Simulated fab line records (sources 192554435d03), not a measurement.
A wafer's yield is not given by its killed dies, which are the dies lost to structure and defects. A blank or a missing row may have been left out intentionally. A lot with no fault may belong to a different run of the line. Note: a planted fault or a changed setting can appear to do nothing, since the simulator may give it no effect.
Which of the tools did it? | flow n5_finfet | 72 wafers sampled from 24 lots at 1 step of a route of 1938

== WHAT THE GAUGES SHOWED, per wafer ==
N5_GATE_CUT_CD_MEAS_13: the cd target is 20 nm. Usual: cd_nm reads 20.0 nm (standard deviation 0.36).
lot  | measured     | on        | cd_nm (nm)     | flag
L074 | day 4 17:31  | cd_sem-01 | 20.0 19.7 19.9 |
L075 | day 4 19:49  | cd_sem-02 | 20.3 20.2 19.8 |
L076 | day 5 03:06  | cd_sem-01 | 19.6 20.1 20.0 |
L077 | day 5 05:44  | cd_sem-02 | 20.8 20.6 19.9 |
L078 | day 5 13:10  | cd_sem-01 | 20.0 20.0 19.4 |
L079 | day 5 20:34  | cd_sem-03 | 20.3 20.2 20.6 |
L080 | day 5 22:56  | cd_sem-03 | 19.8 19.8 19.5 |
L081 | day 6 05:59  | cd_sem-01 | 20.0 20.2 20.5 |
L082 | day 6 11:23  | cd_sem-02 | 20.4 20.0 19.9 |
L083 | day 6 18:39  | cd_sem-03 | 20.5 20.4 20.2 |
L084 | day 6 22:20  | cd_sem-01 | 20.1 19.8 19.7 |
L085 | day 7 12:40  | cd_sem-01 | 20.3 20.1 20.5 |
L086 | day 7 16:32  | cd_sem-02 | 19.5 19.8 19.8 |
L087 | day 7 18:08  | cd_sem-01 | 19.5 20.0 19.4 |
L088 | day 8 00:48  | cd_sem-01 | 19.6 19.9 20.0 |
L089 | day 8 07:35  | cd_sem-02 | 19.5 20.3 20.2 |
L090 | day 8 10:04  | cd_sem-03 | 19.9 20.1 19.9 |
L091 | day 8 18:41  | cd_sem-03 | 19.6 19.7 19.6 |
L092 | day 8 21:56  | cd_sem-02 | 20.9 20.4 20.3 |
L093 | day 9 07:06  | cd_sem-02 | 20.3 19.8 20.4 |
L094 | day 9 13:47  | cd_sem-02 | 20.3 20.5 19.9 |
L095 | day 9 18:42  | cd_sem-03 | 19.8 19.8 19.5 |
L096 | day 10 00:34 | cd_sem-02 | 20.6 20.2 20.3 |
L097 | day 10 07:07 | cd_sem-01 | 20.6 20.3 20.7 |

== TOOL THAT RAN EACH LOT (tool first, then ch and the chambers of the sampled wafers, then the start) ==
Before these readings, the record contains no process step.

== AS READ BY THE TOOLS THEMSELVES (means over the sampled wafers that have a number; for cases with no such wafer, the mark the record gives instead) ==
The record holds no such reading with a usual standard deviation.

== THE ANSWER, worked out from the rows above alone ==
Rule: lot off if the mean of its wafers having a number is beyond 3 standard deviations from the usual mean. Also off: a lot with no number at a reading for which 4 or more lots have one. Any other lot the step has rows for is counted as sound. Order of review: gauges by route order, followed by the tools' own readings, for which a lot's mean as printed above is used. At the first step where some lot is off, the reading lying furthest off is the one used; lots without a number count as furthest.
No lot is off at any reading shown: from this, nothing can be told.

== WHAT THE SIMULATOR HAD INSERTED ==
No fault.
